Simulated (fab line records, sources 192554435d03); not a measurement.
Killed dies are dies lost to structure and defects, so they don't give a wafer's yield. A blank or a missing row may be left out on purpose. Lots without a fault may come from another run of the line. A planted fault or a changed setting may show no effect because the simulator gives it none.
Which tool did it? | flow n5_finfet | 12 lots, 36 wafers sampled, at 4 steps of a route of 1938

WHAT THE GAUGES READ, wafer by wafer
The record holds no reading of a measuring or inspecting step that can be judged against a usual standard deviation.

WHICH TOOL RAN EACH LOT (tool, then ch and the chambers of the sampled wafers, then the start)
lot  | N5_BEOL_M9_ALD_74                   | N5_BEOL_M9_SPUTTER_48        | N5_BEOL_M9_ANNEAL_51             | N5_PASSIVATION_PROBE_49
L371 | ald_metal-01 ch 0,1,2, day 11 00:13 | pvd_sputter-03, day 11 00:46 | rtp_anneal-01 ch 0, day 11 01:25 | -
L372 | ald_metal-01 ch 2,3, day 11 04:10   | pvd_sputter-01, day 11 04:56 | rtp_anneal-02 ch 0, day 11 05:15 | -
L373 | ald_metal-03 ch 0,2,3, day 11 12:28 | pvd_sputter-01, day 11 13:01 | rtp_anneal-01 ch 0, day 11 13:19 | -
L375 | ald_metal-01 ch 0,2, day 12 09:13   | pvd_sputter-02, day 12 09:49 | rtp_anneal-01 ch 0, day 12 10:02 | -
L377 | ald_metal-02 ch 0,1,3, day 12 09:23 | pvd_sputter-02, day 12 09:54 | rtp_anneal-01 ch 0, day 12 10:22 | -
L379 | ald_metal-03 ch 1,2,3, day 13 08:09 | pvd_sputter-02, day 13 09:01 | rtp_anneal-01 ch 0, day 13 09:14 | -
L378 | ald_metal-01 ch 1,2,3, day 13 22:14 | pvd_sputter-03, day 13 22:50 | rtp_anneal-02 ch 0, day 13 23:09 | -
L380 | ald_metal-03 ch 0,1,3, day 14 11:37 | pvd_sputter-01, day 14 12:12 | rtp_anneal-01 ch 0, day 14 12:28 | -
L381 | ald_metal-03 ch 0,2,3, day 14 15:30 | pvd_sputter-01, day 14 16:05 | rtp_anneal-02 ch 0, day 14 16:40 | prober-02, day 17 02:43
L382 | ald_metal-01 ch 1,3, day 14 15:44   | pvd_sputter-03, day 14 16:17 | rtp_anneal-01 ch 0, day 14 16:56 | -
L385 | ald_metal-03 ch 1,2,3, day 15 04:30 | pvd_sputter-01, day 15 06:48 | rtp_anneal-02 ch 0, day 15 07:02 | -
L386 | ald_metal-01 ch 2,3, day 16 18:18   | pvd_sputter-01, day 16 18:47 | rtp_anneal-02 ch 0, day 16 19:18 | -
- N5_BEOL_M9_ALD_74: deposits TaN, target thk 2 nm, pulse time 2 s, purge time 3 s.
- N5_BEOL_M9_SPUTTER_48: material Cu, target thk 12 nm, time 2 s.
- N5_BEOL_M9_ANNEAL_51: time 90 s.
- N5_PASSIVATION_PROBE_49

WHAT THE TOOLS THEMSELVES READ (means of the sampled wafers that have a number; where no wafer has one, the mark that the record gives instead)
N5_BEOL_M9_ALD_74.
lot  | tool         | heater_power_outer_w (W) | heater_power_w (W)
L371 | ald_metal-01 | 225                      | 408
L372 | ald_metal-01 | 216                      | 396
L373 | ald_metal-03 | 258                      | 464
L375 | ald_metal-01 | 227                      | 428
L377 | ald_metal-02 | 243                      | 411
L379 | ald_metal-03 | 235                      | 420
L378 | ald_metal-01 | 216                      | 394
L380 | ald_metal-03 | 226                      | 404
L381 | ald_metal-03 | 255                      | 462
L382 | ald_metal-01 | 217                      | 385
L385 | ald_metal-03 | 235                      | 416
L386 | ald_metal-01 | 206                      | 389

N5_BEOL_M9_SPUTTER_48.
lot  | tool           | cathode_dc_power_W (W) | throttle_valve_pct (%)
L371 | pvd_sputter-03 | 25997                  | 30.2
L372 | pvd_sputter-01 | 26002                  | 29.9
L373 | pvd_sputter-01 | 25997                  | 29.7
L375 | pvd_sputter-02 | 26002                  | 29.0
L377 | pvd_sputter-02 | 26003                  | 29.0
L379 | pvd_sputter-02 | 26003                  | 28.4
L378 | pvd_sputter-03 | 25999                  | 30.4
L380 | pvd_sputter-01 | 26001                  | 29.6
L381 | pvd_sputter-01 | 26001                  | 29.8
L382 | pvd_sputter-03 | 26000                  | 29.3
L385 | pvd_sputter-01 | 28826                  | 29.7
L386 | pvd_sputter-01 | 28839                  | 29.6

N5_BEOL_M9_ANNEAL_51.
lot  | tool          | anneal_temp_c (C) | wafer_temp_C_max
L371 | rtp_anneal-01 | 224.70            | 225.60
L372 | rtp_anneal-02 | 224.78            | 225.78
L373 | rtp_anneal-01 | 225.04            | 225.63
L375 | rtp_anneal-01 | 224.77            | 225.72
L377 | rtp_anneal-01 | 224.95            | 225.80
L379 | rtp_anneal-01 | 225.16            | 225.41
L378 | rtp_anneal-02 | 224.76            | 225.69
L380 | rtp_anneal-01 | 225.14            | 225.96
L381 | rtp_anneal-02 | 224.93            | 225.87
L382 | rtp_anneal-01 | 225.01            | 225.56
L385 | rtp_anneal-02 | 224.91            | 225.72
L386 | rtp_anneal-02 | 225.16            | 225.94

N5_PASSIVATION_PROBE_49.
lot  | tool      | defect_limited_yield (%) | killed_at_M0_to_M3 | killed_at_M4_up | killed_at_contacts | killed_at_front_end | killed_at_other | killed_dies | killed_open | killed_short | sort_bin_5_function (%) | sort_bin_6_memory (%) | sort_bin_8_speed (%) | sort_n_pass | sort_yield_pct (%)
L381 | prober-02 | 89.9                     | 56                 | 16              | 7                  | 36                  | 5               | 119         | 78          | 39           | 5.8                     | 3.8                   | 0.00                 | 1061        | 89.9

THE ANSWER, worked out from the rows above alone
Rule: what is usual is taken from the lots themselves. Put in order of their means at a reading, lots are off if they are a third of the lots or fewer, leave a main group of 4 or more, and stand apart from it by a gap of 3 or more times the standard deviation of the main group's means; of several such gaps the widest counts. A main group whose means are all the same, to the digits that the tables above print for the reading, isn't used. A lot without any number at a reading at which 4 lots or more have one is off too. The other lots that the step has rows for count as sound. The gauges are gone through in route order, then the tools' own readings, and for those a lot's mean is taken as printed above. The first step at which some lot is off is used, and at that step the reading that is off furthest; a lot without a number counts as furthest.
Off: L385, L386, at N5_BEOL_M9_SPUTTER_48 (cathode_dc_power_W). The main group: mean 26000 W, standard deviation 2.1.
A tool fits if, at that step or a process step before it, it ran every lot that is off, and no sound lot after the first of them. One fits: pvd_sputter-01 at N5_BEOL_M9_SPUTTER_48. Its last sound lot is L381 (day 14 16:05), its first lot that is off L385 (day 15 06:48): a fault that began between those two fits.
The tool's own readings at N5_BEOL_M9_SPUTTER_48 bear it out: on the lots that are off they differ by more than 5 times the standard deviation of the sound lots' means. cathode_dc_power_W reads 28832 W there against 26000 W on the sound lots.

WHAT THE SIMULATOR HAD PUT IN
Process parameter drift: pvd_sputter-01, from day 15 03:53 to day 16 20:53, at N5_BEOL_M9_SPUTTER_48. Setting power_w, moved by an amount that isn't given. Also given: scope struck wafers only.
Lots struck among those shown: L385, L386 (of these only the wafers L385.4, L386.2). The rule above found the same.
